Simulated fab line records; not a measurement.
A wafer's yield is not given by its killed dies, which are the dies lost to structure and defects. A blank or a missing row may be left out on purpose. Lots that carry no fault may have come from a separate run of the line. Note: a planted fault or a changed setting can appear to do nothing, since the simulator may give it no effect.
fab line records -- flow n5Finfet
[record] lots = 5, wafers = 15, lastDay = 17
route steps=1938 shown MOL_CONTACT_COAG@568 BEOL_M4@1111 PASSIVATION@1936
lots untouched by any fault: they come from a run of this same line in which no faults occurred
startH: hours from the record's first day to the start of the lot's first wafer shown -- waitH: hours since the lot's step before -- " identical to the entry in the row above -- L1.1+2: several wafers, shown together as one row -- - no value, or no start given -- * or withheld: withheld -- < > ~ a bound
route shown NAME@n: NAME is a module with steps in the file, n the number in the route of the first one -- usual: mean/standard deviation taken from wafers without a fault -- same: alike in all rows -- chamber/n: place in a boat -- sites: each site's reading -- _std_site: the values' standard deviation -- _edge_site: mean of outer sites minus mean of inner sites -- radiusMm: for every site, how far away it sits from the centre of the wafer -- mask NAME#n: copy n -- behind: the last tool/chamber to shape the wafer -- hold: why the lot went on hold/how many hours it stayed there/how the hold came to an end -- device: which transistor (n, p or np) failed to switch -- end of line: the route-end tests of the same wafers -- where a step has no rows: the recipe by itself -- killed: dies lost to structure and defects at the first sort, not the wafer's yield -- map: a wafer's dies, marking killed ones x, the rest . and places with no die _
set.NAME: the run value of the setting; set.NAME@STEP: its run value at that earlier step -- model.NAME: the simulator's own value behind a step, which no gauge read
lots seen at some steps along the route; tables by step, rows by wafer
services: a tool's chamber out of use, with start hour (startH, from the record's first day; less than 0 if before it), hours out, and reason
[[steps]]
[step N5_MOL_CONTACT_COAG_EBR_80]
[recipe] solvent = PGMEA, ebrWidthMm = 1.5
[step N5_MOL_CONTACT_COAG_SOFTBAKE_79]
[recipe] tempC = 110, timeS = 60, resist = CAR-EUV
[step N5_MOL_CONTACT_COAG_EXPOSE_81]
[recipe] maskId = VG, na = 0.33, sourceShape = annular, sigmaInner = 0.3, sigmaOuter = 0.7, polarization = unpolarized, defocusNm = 0, doseMj = 59.5
[step N5_MOL_CONTACT_COAG_PEB_82]
[recipe] pebTempC = 100, pebTimeS = 60, resist = CAR-EUV
[step N5_MOL_CONTACT_COAG_DEVELOP_83]
[recipe] developTimeS = 30, developer = TMAH, resist = CAR-EUV, rinseLiquid = surfactantRinse, dry = airSpin, devTempC = 23
[step N5_MOL_CONTACT_COAG_DESCUM_88]
[recipe] chemistry = O2, timeS = 7, sourcePowerW = 50, biasPowerW = 20, pressureMtorr = 20, rfFrequencyHz = 2.712e+07, tempC = 40, resist = CAR-EUV, o2FlowSccm = 225
[step N5_MOL_CONTACT_COAG_ETCH_89]
[recipe] chemistry = N2/H2, target = underlayer, targetDepthA = 130, maskMaterial = CAR-EUV, timeS = 10.4, ionEnergyEv = 200, pressureMtorr = 30, sourceW = 840, biasW = 150, n2FlowSccm = 200, h2FlowSccm = 200, ends = cleared
[step N5_MOL_CONTACT_COAG_ETCH_90]
[recipe] chemistry = CF4, target = SiARC, targetDepthA = 130, maskMaterial = CAR-EUV, timeS = 21.7, ionEnergyEv = 80, pressureMtorr = 40, sourceW = 545, biasW = 36, Ar_flow_sccm = 100, cf4FlowSccm = 100, ends = cleared
[step N5_MOL_CONTACT_COAG_ALD_131]
[recipe] material = SiO2, targetThkA = 50, tempC = 100, aldPrecursorFamily = BDEAS, aldCoReactant = O2-plasma, pulseTimeS = 1, coReactantPulseTimeS = 1, purgeTimeS = 2, coReactantPurgeTimeS = 2, aldCycles = 35, pressureTorr = 2
[step N5_MOL_CONTACT_COAG_ETCHBACK_132]
[recipe] chemistry = CHF3, target = SiO2, targetDepthA = 100, timeS = 6.7, ionEnergyEv = 200, pressureMtorr = 30, sourceW = 610, biasW = 170, Ar_flow_sccm = 200, CHF3_flow_sccm = 50
[usual] CHF3_flow_sccm = 50.01/0.17, biasW = 170.0/0.52, drypumpMotorCurrentA = 5.7/0.38, oesProductAu = 0.79/0.11, rfVppV = 515/14, showerheadPlenumPTorr = 2.37/0.1, throttleValvePct = 18.66/0.21
lot.wafer,tool,chamber,startH,waitH,CHF3_flow_sccm,biasW,drypumpMotorCurrentA,oesProductAu,rfHoursCounterH,rfVppV,showerheadPlenumPTorr,throttleValvePct,model.CAR-EUV_of_MOL_CONTACT_COAG_COAT_78.thkNm
L750.3,rieDiel-05,1,158.01,0.3,-,-,-,-,-,-,-,-,17
L750.4,rieDiel-05,0,158.01,0.3,-,-,-,-,-,-,-,-,16.8
L750.6,rieDiel-05,2,158.01,0.3,-,-,-,-,-,-,-,-,16.8
L751.1,rieDiel-04,1,173.45,0.6,-,-,-,-,-,-,-,-,16.8
L751.2,rieDiel-04,2,173.45,0.6,-,-,-,-,-,-,-,-,17.2
L751.3,rieDiel-04,0,173.45,0.6,-,-,-,-,-,-,-,-,16.8
L752.1,rieDiel-04,3,175.52,0.1,-,-,-,-,-,-,-,-,16.6
L752.3,rieDiel-04,0,175.52,0.1,-,-,-,-,-,-,-,-,17
L752.5,rieDiel-04,3,175.52,0.1,-,-,-,-,-,-,-,-,17.2
L756.1,rieDiel-02,1,195.66,0.1,49.96,169.3,5.9,0.92,16,537,2.42,18.24,15.8
L756.4,rieDiel-02,1,195.66,0.1,49.94,170.7,5.9,0.91,-,537,2.42,18.25,15.6
L756.6,rieDiel-02,2,195.66,0.1,49.82,171.1,5.6,0.68,-,497,2.34,18.91,15.4
L760.4,rieDiel-04,3,219.64,0.1,50.22,171.2,6.0,0.90,-,532,2.34,18.37,15.6
L760.5,rieDiel-04,0,219.64,0.1,49.80,169.8,5.6,0.84,-,527,2.50,18.69,15
L760.6,rieDiel-04,2,219.64,0.1,49.85,171.1,5.3,0.67,-,511,2.34,19.00,15.6
[step N5_MOL_CONTACT_COAG_ETCH_91]
[recipe] chemistry = N2/H2, target = SOC, targetDepthA = 600, overetchA = 210, maskMaterial = SiARC, tempC = 40, timeS = 101.2, ionEnergyEv = 200, pressureMtorr = 30, sourceW = 840, biasW = 150, n2FlowSccm = 200, h2FlowSccm = 200
[usual] drypumpMotorCurrentA = 5.7/0.38, oesProductAu = 0.66/0.083, rfVppV = 523/3.2, showerheadPlenumPTorr = 2.54/0.12, throttleValvePct = 17.83/0.29
lot.wafer,tool,chamber,startH,waitH,drypumpMotorCurrentA,oesProductAu,rfHoursCounterH,rfVppV,showerheadPlenumPTorr,throttleValvePct
L750.3,rieDiel-05,1,158.04,0.0,6.2,0.28,150,528,2.64,17.82
L750.4,rieDiel-05,0,158.04,0.0,5.1,0.36,1,527,2.62,17.28
L750.6,rieDiel-05,2,158.04,0.0,5.4,0.28,-,516,2.33,17.66
L751.1,rieDiel-04,1,173.49,0.0,5.4,0.26,223,525,2.63,17.64
L751.2,rieDiel-04,2,173.49,0.0,5.3,0.26,238,523,2.53,18.31
L751.3,rieDiel-04,0,173.49,0.0,5.6,0.32,47,527,2.72,17.84
L752.1,rieDiel-04,3,175.55,0.0,6.0,0.36,9,522,2.48,17.20
L752.3,rieDiel-04,0,175.55,0.0,5.6,0.33,48,527,2.72,17.83
L752.5,rieDiel-04,3,175.55,0.0,6.1,0.36,-,523,2.48,17.20
L756.1,rieDiel-02,1,195.70,0.0,5.9,0.77,16,523,2.62,17.65
L756.4,rieDiel-02,1,195.70,0.0,5.9,0.77,-,527,2.62,17.63
L756.6,rieDiel-02,2,195.70,0.0,5.6,0.57,-,523,2.52,18.16
L760.4,rieDiel-04,3,219.69,0.0,6.0,0.75,-,524,2.47,17.29
L760.5,rieDiel-04,0,219.69,0.0,5.6,0.70,-,529,2.71,17.92
L760.6,rieDiel-04,2,219.69,0.0,5.3,0.57,-,523,2.52,18.39
[step N5_MOL_CONTACT_COAG_STRIP_92]
[recipe] chemistry = N2/H2, tempC = 40, n2FlowSccm = 200, h2FlowSccm = 200, rfFrequencyHz = 6e+07
[step N5_MOL_CONTACT_COAG_STRIP_93]
[recipe] chemistry = N2/H2, tempC = 40, n2FlowSccm = 200, h2FlowSccm = 200, rfFrequencyHz = 6e+07
[step N5_MOL_CONTACT_COAG_ETCHBACK_135]
[recipe] chemistry = CHF3, target = SiO2, targetDepthA = 250, timeS = 16.7, ionEnergyEv = 200, pressureMtorr = 30, sourceW = 610, biasW = 170, Ar_flow_sccm = 200, CHF3_flow_sccm = 50
[step N5_MOL_CONTACT_COAG_STRIP_118]
[recipe] chemistry = CHF3, resist = SiARC, rfFrequencyHz = 6e+07
[step N5_MOL_CONTACT_COAG_VIA_ETCH_46]
[recipe] chemistry = C4F6/O2, targetDepthA = 460, overetchA = 92, maskMaterial = SOC, target = SiO2, biasW = 455, pressureMtorr = 10, timeS = 40, sourceW = 325, Ar_flow_sccm = 300, C4F6_flow_sccm = 10, O2_flow_sccm = 10, ionEnergyEv = 575.3, ends = endPoint
[step N5_MOL_CONTACT_COAG_STRIP_96]
[recipe] chemistry = N2/H2, powerW = 500, tempC = 40, pressureMtorr = 50, rfFrequencyHz = 6e+07, overashFraction = 0.3, biasPowerW = 28, h2Frac = 0.5, n2FlowSccm = 300, h2FlowSccm = 300
[step N5_MOL_CONTACT_COAG_ETCH_47]
[recipe] chemistry = CH3F/O2, target = SiNx, targetDepthA = 270, maskMaterial = SiO2, stopOn = W, overEtchFrac = 0.2, ionEnergyEv = 120, endpoint = OES-CN, pressureMtorr = 30, sourceW = 395, biasW = 73, Ar_flow_sccm = 150, CH3F_flow_sccm = 30, O2_flow_sccm = 20, ends = endPoint
[usual] drypumpMotorCurrentA = 5.7/0.38, etchRfOnTimeS = 31.5/0.8, oesProductAu = 0.70/0.096, rfVppV = 292/7.7, showerheadPlenumPTorr = 1.99/0.089, throttleValvePct = 16.28/0.22
[same] overEtchFrac = 0.2
lot.wafer,tool,chamber,startH,waitH,drypumpMotorCurrentA,etchRfOnTimeS,oesProductAu,rfHoursCounterH,rfVppV,showerheadPlenumPTorr,throttleValvePct,model.etch.overEtchS
L750.3,rieDiel-05,1,158.27,0.0,6.1,50.8,0.29,150,297,2.07,16.34,0
L750.4,rieDiel-05,0,158.27,0.0,5.1,50.8,0.37,1,277,2.07,15.84,0
L750.6,rieDiel-05,2,158.27,0.0,5.4,50.8,0.28,-,296,1.82,16.15,0
L751.1,rieDiel-04,1,173.72,0.0,5.4,50.8,0.26,223,293,2.07,16.19,0
L751.2,rieDiel-04,2,173.72,0.0,5.3,50.8,0.26,238,289,1.97,16.57,0
L751.3,rieDiel-04,0,173.72,0.0,5.6,50.8,0.33,47,298,2.11,16.21,0
L752.1,rieDiel-04,3,175.78,0.0,6.0,50.8,0.36,9,301,1.97,15.84,0
L752.3,rieDiel-04,0,175.78,0.0,5.6,50.8,0.32,48,299,2.11,16.21,0
L752.5,rieDiel-04,3,175.78,0.0,6.0,50.8,0.35,-,300,1.97,15.84,0
L756.1,rieDiel-02,1,195.93,0.0,5.9,31.5,0.82,16,304,2.03,15.85,5.253
L756.4,rieDiel-02,1,195.93,0.0,5.9,31.7,0.82,-,303,2.03,15.88,5.29
L756.6,rieDiel-02,2,195.93,0.0,5.6,31.7,0.61,-,284,1.96,16.55,5.276
L760.4,rieDiel-04,3,219.92,0.0,6.0,31.4,0.80,-,301,1.96,15.93,5.231
L760.5,rieDiel-04,0,219.92,0.0,5.6,30.9,0.75,-,299,2.11,16.29,5.158
L760.6,rieDiel-04,2,219.92,0.0,5.3,32.0,0.60,-,290,1.96,16.66,5.334
[step N5_MOL_CONTACT_COAG_STRIP_119]
[recipe] chemistry = N2/H2, timeS = 30, powerW = 1000, tempC = 250, pressureMtorr = withheld, n2FlowSccm = 1750, h2FlowSccm = 3250
[step N5_MOL_CONTACT_COAG_PRECLEAN_144]
[recipe] chemistry = alkalineClean, tempC = 60, timeS = 60, doPpb = 50
[step N5_MOL_CONTACT_COAG_SRD_145]
[recipe] dry = ipaMarangoni, timeS = 30, tempC = 23, rinseLiquid = diw
[step N5_MOL_CONTACT_COAG_CD_MEAS_137]
[recipe] targetCdNm = 16
[usual] cdNm = 15.7/0.34
lot.wafer,tool,chamber,startH,waitH,cdNm
L750.3,cdSem-02,-,158.51,0.0,-
L750.4,cdSem-02,-,158.51,0.0,-
L750.6,cdSem-02,-,158.51,0.0,-
L751.1,cdSem-02,-,174.00,0.0,-
L751.2,cdSem-02,-,174.00,0.0,-
L751.3,cdSem-02,-,174.00,0.0,-
L752.1,cdSem-01,-,176.01,0.0,-
L752.3,cdSem-01,-,176.01,0.0,-
L752.5,cdSem-01,-,176.01,0.0,-
L756.1,cdSem-02,-,196.16,0.0,15.2
L756.4,cdSem-02,-,196.16,0.0,15.1
L756.6,cdSem-02,-,196.16,0.0,15.7
L760.4,cdSem-01,-,220.12,0.0,16.1
L760.5,cdSem-01,-,220.12,0.0,14.9
L760.6,cdSem-01,-,220.12,0.0,15.4
[step N5_MOL_CONTACT_COAG_COAT_62]
[recipe] resist = SOC, tempC = 250, timeS = 60, spinRpm = 1500, resistThkNm = 60
[step N5_BEOL_M4_RC_MEAS_101]
[usual] DIBL_N = 36.4/2, DIBL_P = 36.1/2.5, IOFF_N = 0.16/0.037, IOFF_P = 0.20/0.038, ION_N = 670/13, ION_P = 459/8.3, SS_N = 71.6/0.69, SS_P = 73.3/0.72, VT_N = 250/3.4, VT_P = -251/3.1
lot.wafer,tool,chamber,startH,waitH,DIBL_N[mV/V],DIBL_P[mV/V],IOFF_N[nA/um],IOFF_P[nA/um],ION_N[uA/um],ION_P[uA/um],SS_N[mV/dec],SS_P[mV/dec],VT_N[mV],VT_P[mV]
L756.1,prober-01,0,279.24,0.0,40.0,39.0,0.22,0.26,671,450,73.1,74.4,245,-249
L756.4,prober-01,0,279.24,0.0,41.8,40.8,0.29,0.30,691,461,72.5,74.2,241,-246
L756.6,prober-01,0,279.24,0.0,37.0,35.4,0.16,0.19,678,460,71.3,73.1,247,-249
L760.4,prober-02,0,297.95,0.5,36.6,36.7,0.17,0.24,676,463,71.5,73.4,250,-249
L760.5,prober-02,0,297.95,0.5,34.8,34.1,0.14,0.18,662,452,71.3,72.0,252,-249
L760.6,prober-02,0,297.95,0.5,35.6,34.6,0.15,0.19,668,456,71.9,72.2,253,-253
[step N5_PASSIVATION_PROBE_49]
[usual] killed_at_M0_to_M3 = 34/11, killed_at_M4_up = 13/5.2, killedAtContacts = 13/6.3, killedAtFrontEnd = 40/14, killedAtOther = 3.2/2.4, killedDies = 104/19, killedOnRim = 14/4.2, killedOpen = 69/14, killedShort = 32/7.5
[same] grossDies = 1180, killedAtBackSide = 0
lot.wafer,tool,chamber,startH,waitH,killed_at_M0_to_M3,killed_at_M4_up,killedAtContacts,killedAtFrontEnd,killedAtOther,killedDies,killedOnRim,killedOpen,killedShort
L750.3,prober-02,-,329.00,0.1,40,7,1104,27,2,1180,152,58,28
L750.4,prober-02,-,329.05,0.2,34,11,1101,29,5,1180,152,58,35
L750.6,prober-02,-,329.15,0.3,44,18,1069,44,5,1180,152,83,40
L752.1,prober-02,-,335.66,0.0,31,11,1104,28,6,1180,152,52,32
L752.3,prober-02,-,335.76,0.1,41,10,1090,36,3,1180,152,60,31
L752.5,prober-02,-,335.86,0.2,41,16,1081,39,3,1180,152,79,26
L751.1,prober-02,-,358.47,0.0,38,18,1075,49,0,1180,152,79,38
L751.2,prober-02,-,358.52,0.1,23,13,1113,30,1,1180,152,61,24
L751.3,prober-02,-,358.57,0.1,28,9,1114,29,0,1180,152,47,26
L756.1,prober-01,-,384.97,0.0,53,20,7,56,2,138,12,94,43
L756.4,prober-01,-,385.12,0.2,51,11,14,44,4,124,19,77,46
L756.6,prober-01,-,385.22,0.3,61,4,18,50,7,140,22,91,46
// killed by level:class
L750.3 MOL_CONTACT_COAG:areaEtchback=1093 BEOL_M2:geometricParticle:open=12 MOL_CONTACT_COAG:geometricParticle:open=8 BEOL_M0_SAQP:geometricParticle:open=7 GATE_CUT:geometricParticle:open=7 BEOL_M3:geometricParticle:open=6 BEOL_M0_SAQP:geometricParticle:short=5 FIN_SAQP:geometricParticle:open=4
L750.4 MOL_CONTACT_COAG:areaEtchback=1086 MOL_CONTACT_COAG:geometricParticle:open=9 BEOL_M2:geometricParticle:open=8 MOL_CONTACT_COAG:geometricParticle:short=6 BEOL_M0_SAQP:geometricParticle:open=6 FIN_SAQP:geometricParticle:open=5 FIN_SAQP:geometricParticle:short=5 DUMMY_GATE:geometricParticle:open=5
L750.6 MOL_CONTACT_COAG:areaEtchback=1054 MOL_CONTACT_COAG:geometricParticle:open=11 BEOL_M0_SAQP:geometricParticle:short=10 BEOL_M2:geometricParticle:open=10 FIN_SAQP:geometricParticle:open=9 BEOL_M0_SAQP:geometricParticle:open=8 STI_FIN_REVEAL:geometricParticle:open=7 FIN_SAQP:geometricParticle:short=6
L752.1 MOL_CONTACT_COAG:areaEtchback=1096 BEOL_M0_SAQP:geometricParticle:open=11 FIN_SAQP:geometricParticle:open=8 BEOL_M0_SAQP:geometricParticle:short=7 STARTING-WAFER:geometricParticle:open=5 MOL_CONTACT_COAG:geometricParticle:open=4 MOL_CONTACT_COAG:geometricParticle:short=4 BEOL_M3:geometricParticle:open=4
L752.3 MOL_CONTACT_COAG:areaEtchback=1088 BEOL_M2:geometricParticle:open=11 STI_FIN_REVEAL:geometricParticle:open=7 BEOL_M0_SAQP:geometricParticle:short=7 DUMMY_GATE:geometricParticle:open=6 BEOL_M3:geometricParticle:open=6 FIN_SAQP:geometricParticle:open=4 BEOL_M0_SAQP:geometricParticle:open=4
L752.5 MOL_CONTACT_COAG:areaEtchback=1075 FIN_SAQP:geometricParticle:open=14 BEOL_M3:geometricParticle:open=13 BEOL_M2:geometricParticle:open=12 FIN_SAQP:geometricParticle:short=9 STI_FIN_REVEAL:geometricParticle:open=8 BEOL_M0_SAQP:geometricParticle:open=8 BEOL_M0_SAQP:geometricParticle:short=6
L751.1 MOL_CONTACT_COAG:areaEtchback=1063 STI_FIN_REVEAL:geometricParticle:open=16 BEOL_M0_SAQP:geometricParticle:open=10 MOL_CONTACT_COAG:geometricParticle:open=9 BEOL_M0_SAQP:geometricParticle:short=7 BEOL_M1:geometricParticle:open=7 FIN_SAQP:geometricParticle:short=6 BEOL_M2:geometricParticle:open=5
L751.2 MOL_CONTACT_COAG:areaEtchback=1095 MOL_CONTACT_COAG:geometricParticle:open=15 BEOL_M0_SAQP:geometricParticle:short=7 DUMMY_GATE:geometricParticle:open=6 FIN_SAQP:geometricParticle:open=5 STI_FIN_REVEAL:geometricParticle:open=5 BEOL_M4:geometricParticle:open=5 BEOL_M6:geometricParticle:open=5
L751.3 MOL_CONTACT_COAG:areaEtchback=1107 BEOL_M0_SAQP:geometricParticle:short=10 BEOL_M0_SAQP:geometricParticle:open=10 STI_FIN_REVEAL:geometricParticle:open=8 MOL_CONTACT_COAG:geometricParticle:open=6 FIN_SAQP:geometricParticle:short=4 DUMMY_GATE:geometricParticle:open=4 BEOL_M3:geometricParticle:open=4
L756.1 FIN_SAQP:geometricParticle:open=20 BEOL_M0_SAQP:geometricParticle:open=16 BEOL_M0_SAQP:geometricParticle:short=12 FIN_SAQP:geometricParticle:short=11 BEOL_M4:geometricParticle:open=11 BEOL_M1:geometricParticle:open=10 GATE_CUT:geometricParticle:short=8 BEOL_M3:geometricParticle:open=8
L756.4 BEOL_M3:geometricParticle:open=15 FIN_SAQP:geometricParticle:open=14 BEOL_M0_SAQP:geometricParticle:open=13 MOL_CONTACT_COAG:geometricParticle:open=10 FIN_SAQP:geometricParticle:short=8 BEOL_M2:geometricParticle:short=7 BEOL_M0_SAQP:geometricParticle:short=6 BEOL_M3:geometricParticle:short=5
L756.6 FIN_SAQP:geometricParticle:open=17 BEOL_M3:geometricParticle:open=16 BEOL_M0_SAQP:geometricParticle:open=13 MOL_CONTACT_COAG:geometricParticle:open=12 FIN_SAQP:geometricParticle:short=11 BEOL_M0_SAQP:geometricParticle:short=11 BEOL_M1:geometricParticle:open=7 MOL_CONTACT_COAG:geometricParticle:short=6
// map L750.3 (x killed, . not)
_________________xxxxxxxxxxxx________________
______________xxxxxxxxxxxxxxxxxx_____________
___________xxxxxxxxxxxxxxxxxxxxxxxx__________
__________xxxxxxxxxxxxxxxxxxxxxxxxxx_________
________xxxxxxxxxxxxxxxxxxxxxxxxxxxxxx_______
_______xxxxxxxxxxxxxxxxxxxxxxxxxxxxxxxx______
______xxxxxxxxxxxxxxxxxxxxxxxxxxxxxxxxxx_____
_____xxxxxxxxxxxxxxxxxxxxxxxxxxxxxxxxxxxx____
____xxxxxxxxxxxxxxxxxxxxxxxxxxxxxxxxxxxxxx___
___xxxxxxxxxxxxxxxxxxxxxxxxxxxxxxxxxxxxxxxx__
___xxxxxxxxxxxxxxxxxxxxxxxxxxxxxxxxxxxxxxxx__
__xxxxxxxxxxxxxxxxxxxxxxxxxxxxxxxxxxxxxxxxxx_
__xxxxxxxxxxxxxxxxxxxxxxxxxxxxxxxxxxxxxxxxxx_
_xxxxxxxxxxxxxxxxxxxxxxxxxxxxxxxxxxxxxxxxxxxx
_xxxxxxxxxxxxxxxxxxxxxxxxxxxxxxxxxxxxxxxxxxxx
_xxxxxxxxxxxxxxxxxxxxxxxxxxxxxxxxxxxxxxxxxxxx
_xxxxxxxxxxxxxxxxxxxxxxxxxxxxxxxxxxxxxxxxxxxx
_xxxxxxxxxxxxxxxxxxxxxxxxxxxxxxxxxxxxxxxxxxxx
_xxxxxxxxxxxxxxxxxxxxxxxxxxxxxxxxxxxxxxxxxxxx
_xxxxxxxxxxxxxxxxxxxxxxxxxxxxxxxxxxxxxxxxxxxx
_xxxxxxxxxxxxxxxxxxxxxxxxxxxxxxxxxxxxxxxxxxxx
__xxxxxxxxxxxxxxxxxxxxxxxxxxxxxxxxxxxxxxxxxx_
__xxxxxxxxxxxxxxxxxxxxxxxxxxxxxxxxxxxxxxxxxx_
___xxxxxxxxxxxxxxxxxxxxxxxxxxxxxxxxxxxxxxxx__
___xxxxxxxxxxxxxxxxxxxxxxxxxxxxxxxxxxxxxxxx__
____xxxxxxxxxxxxxxxxxxxxxxxxxxxxxxxxxxxxxx___
_____xxxxxxxxxxxxxxxxxxxxxxxxxxxxxxxxxxxx____
______xxxxxxxxxxxxxxxxxxxxxxxxxxxxxxxxxx_____
_______xxxxxxxxxxxxxxxxxxxxxxxxxxxxxxxx______
________xxxxxxxxxxxxxxxxxxxxxxxxxxxxxx_______
__________xxxxxxxxxxxxxxxxxxxxxxxxxx_________
___________xxxxxxxxxxxxxxxxxxxxxxxx__________
______________xxxxxxxxxxxxxxxxxx_____________
_________________xxxxxxxxxxxx________________
// map L751.1 (x killed, . not)
_________________xxxxxxxxxxxx________________
______________xxxxxxxxxxxxxxxxxx_____________
___________xxxxxxxxxxxxxxxxxxxxxxxx__________
__________xxxxxxxxxxxxxxxxxxxxxxxxxx_________
________xxxxxxxxxxxxxxxxxxxxxxxxxxxxxx_______
_______xxxxxxxxxxxxxxxxxxxxxxxxxxxxxxxx______
______xxxxxxxxxxxxxxxxxxxxxxxxxxxxxxxxxx_____
_____xxxxxxxxxxxxxxxxxxxxxxxxxxxxxxxxxxxx____
____xxxxxxxxxxxxxxxxxxxxxxxxxxxxxxxxxxxxxx___
___xxxxxxxxxxxxxxxxxxxxxxxxxxxxxxxxxxxxxxxx__
___xxxxxxxxxxxxxxxxxxxxxxxxxxxxxxxxxxxxxxxx__
__xxxxxxxxxxxxxxxxxxxxxxxxxxxxxxxxxxxxxxxxxx_
__xxxxxxxxxxxxxxxxxxxxxxxxxxxxxxxxxxxxxxxxxx_
_xxxxxxxxxxxxxxxxxxxxxxxxxxxxxxxxxxxxxxxxxxxx
_xxxxxxxxxxxxxxxxxxxxxxxxxxxxxxxxxxxxxxxxxxxx
_xxxxxxxxxxxxxxxxxxxxxxxxxxxxxxxxxxxxxxxxxxxx
_xxxxxxxxxxxxxxxxxxxxxxxxxxxxxxxxxxxxxxxxxxxx
_xxxxxxxxxxxxxxxxxxxxxxxxxxxxxxxxxxxxxxxxxxxx
_xxxxxxxxxxxxxxxxxxxxxxxxxxxxxxxxxxxxxxxxxxxx
_xxxxxxxxxxxxxxxxxxxxxxxxxxxxxxxxxxxxxxxxxxxx
_xxxxxxxxxxxxxxxxxxxxxxxxxxxxxxxxxxxxxxxxxxxx
__xxxxxxxxxxxxxxxxxxxxxxxxxxxxxxxxxxxxxxxxxx_
__xxxxxxxxxxxxxxxxxxxxxxxxxxxxxxxxxxxxxxxxxx_
___xxxxxxxxxxxxxxxxxxxxxxxxxxxxxxxxxxxxxxxx__
___xxxxxxxxxxxxxxxxxxxxxxxxxxxxxxxxxxxxxxxx__
____xxxxxxxxxxxxxxxxxxxxxxxxxxxxxxxxxxxxxx___
_____xxxxxxxxxxxxxxxxxxxxxxxxxxxxxxxxxxxx____
______xxxxxxxxxxxxxxxxxxxxxxxxxxxxxxxxxx_____
_______xxxxxxxxxxxxxxxxxxxxxxxxxxxxxxxx______
________xxxxxxxxxxxxxxxxxxxxxxxxxxxxxx_______
__________xxxxxxxxxxxxxxxxxxxxxxxxxx_________
___________xxxxxxxxxxxxxxxxxxxxxxxx__________
______________xxxxxxxxxxxxxxxxxx_____________
_________________xxxxxxxxxxxx________________
[[services]]
tool,chamber,startH,hours,kind
rieDiel-02,1,136.01,-,clean
rieDiel-02,1,136.01,-,consumableReplace:focusRing
rieDiel-02,1,136.01,16.5,scheduledDown
rieDiel-02,1,136.01,16.5,ventCycle
rieDiel-05,-,138.50,4.3,pm
rieDiel-04,3,143.18,13.8,repair
rieDiel-05,-,164.14,0.3,repair
rieDiel-05,-,171.64,2.2,repair
rieDiel-02,3,173.21,5.4,repair
rieDiel-04,1,175.48,62.1,repair
rieDiel-05,3,201.47,13.7,repair
rieDiel-02,2,205.13,-,clean
rieDiel-02,2,205.13,-,consumableReplace:focusRing
rieDiel-02,2,205.13,22.7,scheduledDown
rieDiel-02,2,205.13,22.7,ventCycle
rieDiel-05,2,219.41,2.6,repair
[[key]]
[firstSign] step = N5_MOL_CONTACT_COAG_ETCHBACK_132, reading = toolRecord, direction = missing
[effect] step = N5_MOL_CONTACT_COAG_ETCH_91, reading = oesProductAu, direction = down, sigmas = 4.2, usual = 0.66, struck = 0.31
[effect] step = N5_MOL_CONTACT_COAG_ETCH_47, reading = etchRfOnTimeS, direction = up, sigmas = 24, usual = *, struck = *
[effect] step = N5_MOL_CONTACT_COAG_CD_MEAS_137, reading = cdNm, direction = missing
[effect] step = N5_PASSIVATION_PROBE_49, reading = killedAtContacts, direction = up, sigmas = 99+, usual = 13, struck = 1095
[modelEffect] step = N5_MOL_CONTACT_COAG_ETCHBACK_132, value = CAR-EUV_of_MOL_CONTACT_COAG_COAT_78.thkNm, without = 15.51, struck = 16.91
[modelEffect] step = N5_MOL_CONTACT_COAG_ETCH_47, value = etch.overEtchS, without = 5.246, struck = 0
[moreKillsBornAt] N5_MOL_CONTACT_COAG_ETCHBACK_132@rieDiel-04 = 6524, N5_MOL_CONTACT_COAG_ETCHBACK_132@rieDiel-05 = 3233
metAt N5_MOL_CONTACT_COAG_ETCHBACK_132
struckWafers L750.3,L750.4,L750.6,L751.1,L751.2,L751.3,L752.1,L752.3,L752.5
laterRowsLeftOut L750.3,L750.4,L750.6,L751.1,L751.2,L751.3,L752.1,L752.3,L752.5
testerLeftOut L750,L751,L752
[fault] kind = skippedStepWhole, tool = rieDiel-04,rieDiel-05, chamber = -, onsetH = 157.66, steps = N5_MOL_CONTACT_COAG_ETCHBACK_132, scope = struckLotsOnly
// testerLeftOut: of these lots the tester's yield and bins aren't shown, on N5 and GAA mostly nor the transistor test; their killed dies are dies lost to structure and defects alone, not to doping, threshold or leakage, so they don't give the yield
// laterRowsLeftOut: the simulator's readings of these wafers behind a module that went badly wrong aren't trusted and aren't shown, but for the sort
